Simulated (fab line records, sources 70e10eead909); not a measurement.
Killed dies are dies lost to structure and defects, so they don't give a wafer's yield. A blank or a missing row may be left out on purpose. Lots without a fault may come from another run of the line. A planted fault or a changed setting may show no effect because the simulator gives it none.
Chamber matching | flow nand_harc | NHARC_P_BONDPAD_CMP_32 on cmp-04: 4 sister chambers
The step polishes SiCN, target thk 200 nm. 8 wafers are shown with their chamber, then 10 later ones without.

WAFERS WITH THEIR CHAMBER
wafer  | chamber | motor_current_A (A) | slurry_filter_dp_kPa (kPa)
L081.2 | 2       | 11.7                | 13.35
L083.4 | 1       | 14.5                | 13.62
L082.2 | 2       | 11.9                | 13.42
L082.4 | 3       | 12.0                | 13.55
L089.3 | 1       | 14.7                | 13.74
L089.5 | 0       | 15.3                | 13.36
L088.2 | 0       | 14.4                | 13.38
L088.4 | 3       | 12.7                | 13.46

WAFERS WITHOUT THEIR CHAMBER
wafer  | motor_current_A (A) | slurry_filter_dp_kPa (kPa)
L088.5 | 11.8                | 13.66
L093.2 | 15.2                | 13.58
L093.3 | 11.9                | 13.38
L093.6 | 11.6                | 13.49
L095.3 | 13.9                | 13.42
L095.5 | 15.3                | 13.18
L095.6 | 14.9                | 13.57
L097.2 | 15.1                | 13.53
L097.3 | 16.0                | 13.47
L097.5 | 12.1                | 13.48

WHICH CHAMBER EACH WENT THROUGH
wafer  | from the rows above     | in truth
L088.5 | can't be placed: 3 or 2 | 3
L093.2 | can't be placed: 1 or 0 | 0
L093.3 | 2                       | 2
L093.6 | can't be placed: 3 or 2 | 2
L095.3 | can't be placed: 0 or 3 | 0
L095.5 | 0                       | 0
L095.6 | can't be placed: 1 or 0 | 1
L097.2 | can't be placed: 0 or 1 | 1
L097.3 | can't be placed: 0 or 1 | 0
L097.5 | can't be placed: 3 or 2 | 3
Placed correctly: 2 of 10. Can't be placed from these rows: 8 (the true chamber is among the candidates in 8). Placed wrongly: 0.
How it was worked out, from the rows above alone: a wafer's distance from a chamber is the root of the sum, over the readings, of the square of ((its reading less the chamber's mean) divided by the reading's scatter). The wafer belongs to the nearest chamber; if the next one is less than 2 further off, it can't be placed. A chamber's mean is the mean of its shown wafers. The scatter: the root of (the sum of the squares of (reading less its chamber's mean) over the shown wafers, divided by (wafers less chambers)).
